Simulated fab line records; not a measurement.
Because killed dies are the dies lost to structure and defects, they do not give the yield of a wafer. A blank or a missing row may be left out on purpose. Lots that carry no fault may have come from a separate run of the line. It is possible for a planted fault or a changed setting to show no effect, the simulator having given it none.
Matching of chambers    flow nand harc    rie diel-03 running NHARC_P_M1_ETCH_35: 4 sister chambers
The step etches the open film in N2/H2, target depth 40 nm, overetch 12 nm, time 43.94 s. 4 wafers are shown with their chamber, then 12 later ones without.

WAFERS, EACH WITH ITS CHAMBER
wafer   chamber  drypump motor current A (A)
L088.1  2        6.04
L091.1  0        6.03
L091.2  3        5.72
L091.3  1        6.20

WAFERS WITH NO CHAMBER GIVEN
wafer   drypump motor current A (A)
L093.1  6.02
L093.4  6.01
L093.5  6.05
L094.2  6.16
L094.4  6.06
L094.6  6.19
L095.2  6.06
L095.5  6.21
L095.6  6.02
L097.1  5.73
L097.2  6.04
L097.5  6.04

WHICH CHAMBER EACH WENT THROUGH
wafer   from the rows above      in truth
L093.1  can't be placed: 0 or 2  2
L093.4  can't be placed: 0 or 2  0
L093.5  can't be placed: 2 or 0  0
L094.2  1                        1
L094.4  can't be placed: 2 or 0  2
L094.6  1                        1
L095.2  can't be placed: 2 or 0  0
L095.5  1                        1
L095.6  can't be placed: 0 or 2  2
L097.1  3                        3
L097.2  can't be placed: 2 or 0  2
L097.5  can't be placed: 2 or 0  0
Correctly placed: 4 of 12. From these rows, 8 cannot be placed; in 8 the true chamber is one of the candidates. Wrongly placed: 0.
How it was worked out, from the rows above alone: a wafer's distance from a chamber is the root of the sum, over the readings, of the square of ((its reading less the chamber's mean) divided by the reading's scatter). If the next closest chamber is less than 2 further off than the closest, the wafer can't be placed; otherwise it belongs to the closest. A chamber's mean is the mean of its shown wafers. The scatter: with one shown wafer a chamber, the root of the mean of the squares of how far each hidden wafer lies from its nearest shown one.
